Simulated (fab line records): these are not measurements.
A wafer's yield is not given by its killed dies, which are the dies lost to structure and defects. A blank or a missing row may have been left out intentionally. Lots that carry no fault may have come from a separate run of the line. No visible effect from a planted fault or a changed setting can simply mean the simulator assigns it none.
Chamber matching	flow n5_finfet	4 sister chambers for N5_BEOL_M2_ALD_84 on ald_metal-04
The step deposits TaN, pulse time 2 s, purge time 3 s, co reactant purge time 2 s. 4 wafers are shown with their chamber, then 11 later ones without.

## EACH WAFER AND ITS CHAMBER
wafer	chamber	heater_power_w (W)
L089.1	0	442
L089.6	1	408
L090.6	3	448
L093.1	2	368

## WAFERS MISSING THEIR CHAMBER
wafer	heater_power_w (W)
L093.4	410
L093.6	438
L094.3	355
L094.5	443
L094.6	373
L096.1	453
L096.4	460
L096.5	443
L097.3	419
L097.4	446
L097.5	447

## THE CHAMBER EACH PASSED THROUGH
wafer	from the rows above	in truth
L093.4	1	1
L093.6	can't be placed: 0 or 3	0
L094.3	2	2
L094.5	can't be placed: 0 or 3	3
L094.6	2	2
L096.1	can't be placed: 3 or 0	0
L096.4	can't be placed: 3 or 0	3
L096.5	can't be placed: 0 or 3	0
L097.3	can't be placed: 1 or 0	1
L097.4	can't be placed: 3 or 0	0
L097.5	can't be placed: 3 or 0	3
Placed correctly: 3 of 11. These rows do not allow placing 8 (true chamber among the candidates in 8). 0 placed wrongly.
How it was worked out, from the rows above alone: a wafer's distance from a chamber is the root of the sum, over the readings, of the square of ((its reading less the chamber's mean) divided by the reading's scatter). If the next closest chamber is less than 2 further off than the closest, the wafer can't be placed; otherwise it belongs to the closest. For every chamber, the mean is computed from those of its wafers that are shown. The scatter: root of mean squared gap, hidden wafer to nearest shown wafer, with one shown wafer a chamber.
